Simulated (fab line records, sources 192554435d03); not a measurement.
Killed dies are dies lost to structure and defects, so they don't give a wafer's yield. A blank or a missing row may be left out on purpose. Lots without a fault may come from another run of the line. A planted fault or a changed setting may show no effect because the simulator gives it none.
Chamber matching | flow n5_finfet | N5_STI_FIN_REVEAL_ALD_00 on ald_sin-04: 4 sister chambers
The step deposits SiO2, target thk 1 nm, pulse time 1 s. 4 wafers are shown with their chamber, then 11 later ones without.

WAFERS WITH THEIR CHAMBER
wafer  | chamber | heater_power_w (W)
L081.1 | 1       | 500
L084.6 | 3       | 520
L085.2 | 0       | 370
L087.2 | 2       | 483

WAFERS WITHOUT THEIR CHAMBER
wafer  | heater_power_w (W)
L087.3 | 382
L087.4 | 490
L091.2 | 506
L091.4 | 379
L091.5 | 516
L094.1 | 510
L094.2 | 510
L094.5 | 528
L095.2 | 369
L095.3 | 513
L095.5 | 525

WHICH CHAMBER EACH WENT THROUGH
wafer  | from the rows above     | in truth
L087.3 | 0                       | 0
L087.4 | can't be placed: 2 or 1 | 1
L091.2 | can't be placed: 1 or 3 | 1
L091.4 | 0                       | 0
L091.5 | can't be placed: 3 or 1 | 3
L094.1 | can't be placed: 1 or 3 | 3
L094.2 | can't be placed: 1 or 3 | 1
L094.5 | 3                       | 3
L095.2 | 0                       | 0
L095.3 | can't be placed: 3 or 1 | 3
L095.5 | 3                       | 3
Placed correctly: 5 of 11. Can't be placed from these rows: 6 (the true chamber is among the candidates in 6). Placed wrongly: 0.
How it was worked out, from the rows above alone: a wafer's distance from a chamber is the root of the sum, over the readings, of the square of ((its reading less the chamber's mean) divided by the reading's scatter). The wafer belongs to the nearest chamber; if the next one is less than 2 further off, it can't be placed. A chamber's mean is the mean of its shown wafers. The scatter: with one shown wafer a chamber, the root of the mean of the squares of how far each hidden wafer lies from its nearest shown one.
